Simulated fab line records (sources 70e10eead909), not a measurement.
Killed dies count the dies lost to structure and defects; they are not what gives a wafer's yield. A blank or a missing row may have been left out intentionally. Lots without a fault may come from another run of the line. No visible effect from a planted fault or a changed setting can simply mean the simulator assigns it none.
Matching of chambers | flow nandHarc | 4 sister chambers for NHARC_P_BONDPAD_CMP_19 on cmp-01
The step polishes, t overpolish 30 s, cu recess touch 16 s, target thk 160.81 nm. 16 wafers are shown with their chamber, then 7 later ones without.

WAFERS PAIRED WITH THEIR CHAMBERS
wafer  | chamber | motorCurrentA (A) | overpolishRunS (s) | slurryFilterDpKPa (kPa)
L542.1 | 2       | 13.1              | 29.992             | 13.59
L542.5 | 0       | 13.2              | 30.007             | 13.57
L542.6 | 3       | 12.0              | 29.978             | 13.52
L544.2 | 1       | 12.6              | 30.009             | 13.72
L544.3 | 0       | 12.8              | 30.014             | 13.62
L544.5 | 0       | 12.8              | 30.002             | 13.37
L545.4 | 0       | 12.7              | 30.011             | 13.47
L545.5 | 1       | 12.7              | 30.003             | 13.36
L545.6 | 2       | 15.1              | 30.005             | 13.58
L547.4 | 0       | 12.4              | 29.997             | 13.49
L547.5 | 0       | 12.2              | 30.006             | 13.52
L547.6 | 3       | 11.9              | 29.997             | 13.56
L548.3 | 1       | 12.3              | 30.016             | 13.55
L548.5 | 1       | 12.0              | 29.994             | 13.58
L548.6 | 0       | 12.4              | 30.008             | 13.38
L553.1 | 2       | 14.9              | 30.008             | 13.33

SIGNATURES, as means of the wafers listed above
reading           | chamber 0 | chamber 1 | chamber 2 | chamber 3 | scatter within a chamber
motorCurrentA     | 12.643    | 12.400    | 14.367    | 11.950    | 0.533
overpolishRunS    | 30.00643  | 30.00550  | 30.00167  | 29.98750  | 0.00804
slurryFilterDpKPa | 13.4886   | 13.5525   | 13.5000   | 13.5400   | 0.116
Rule: a wafer's distance from a chamber is the root of the sum, over the readings, of the square of ((its reading less the chamber's mean) divided by the reading's scatter). The wafer belongs to the nearest chamber; if the next one is less than 2 further off, it can't be placed. The scatter is the square root of a quotient: the sum, over the shown wafers, of each reading's squared deviation from its chamber's mean, divided by wafers minus chambers.

WAFERS MISSING THEIR CHAMBER
wafer  | motorCurrentA (A) | overpolishRunS (s) | slurryFilterDpKPa (kPa)
L553.4 | 12.9              | 29.997             | 13.46
L552.1 | 12.2              | 30.003             | 13.61
L552.3 | 12.6              | 30.010             | 13.61
L552.4 | 11.3              | 30.010             | 13.55
L562.2 | 14.1              | 30.005             | 13.73
L562.3 | 12.9              | 30.005             | 13.55
L562.6 | 13.1              | 29.989             | 13.65

WHICH CHAMBER EACH WENT THROUGH
wafer  | from the rows above               | in truth
L553.4 | can't be placed: 0 or 1 or 3 or 2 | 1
L552.1 | can't be placed: 1 or 0 or 3      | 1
L552.3 | can't be placed: 1 or 0           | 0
L552.4 | can't be placed: 1 or 0 or 3      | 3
L562.2 | can't be placed: 2 or 0 or 1      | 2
L562.3 | can't be placed: 0 or 1           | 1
L562.6 | can't be placed: 3 or 1 or 0 or 2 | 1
Placed correctly: 0 of 7. From these rows, 7 cannot be placed; in 7 the true chamber is one of the candidates. Number placed wrongly: 0.
